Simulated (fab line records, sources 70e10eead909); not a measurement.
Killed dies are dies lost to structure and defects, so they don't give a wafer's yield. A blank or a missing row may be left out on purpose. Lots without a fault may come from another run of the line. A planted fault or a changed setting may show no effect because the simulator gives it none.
Chamber matching | flow nand_harc | NHARC_P_M0_PRE_CLEAN_31 on pecvd-02: 3 sister chambers
The step time 12 s. 6 wafers are shown with their chamber, then 10 later ones without.

WAFERS WITH THEIR CHAMBER
wafer  | chamber | heater_power_w (W)
L089.4 | 0       | 576
L091.4 | 2       | 635
L091.5 | 1       | 800
L091.6 | 0       | 550
L093.2 | 1       | 823
L093.3 | 2       | 561

WAFERS WITHOUT THEIR CHAMBER
wafer  | heater_power_w (W)
L093.4 | 571
L092.3 | 617
L092.4 | 814
L092.6 | 624
L095.1 | 739
L095.3 | 537
L095.6 | 545
L097.3 | 634
L097.4 | 735
L097.6 | 629

WHICH CHAMBER EACH WENT THROUGH
wafer  | from the rows above     | in truth
L093.4 | can't be placed: 0 or 2 | 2
L092.3 | can't be placed: 2 or 0 | 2
L092.4 | 1                       | 1
L092.6 | can't be placed: 2 or 0 | 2
L095.1 | 1                       | 1
L095.3 | can't be placed: 0 or 2 | 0
L095.6 | can't be placed: 0 or 2 | 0
L097.3 | can't be placed: 2 or 0 | 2
L097.4 | can't be placed: 1 or 2 | 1
L097.6 | can't be placed: 2 or 0 | 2
Placed correctly: 2 of 10. Can't be placed from these rows: 8 (the true chamber is among the candidates in 8). Placed wrongly: 0.
How it was worked out, from the rows above alone: a wafer's distance from a chamber is the root of the sum, over the readings, of the square of ((its reading less the chamber's mean) divided by the reading's scatter). The wafer belongs to the nearest chamber; if the next one is less than 2 further off, it can't be placed. A chamber's mean is the mean of its shown wafers. The scatter: the root of (the sum of the squares of (reading less its chamber's mean) over the shown wafers, divided by (wafers less chambers)).
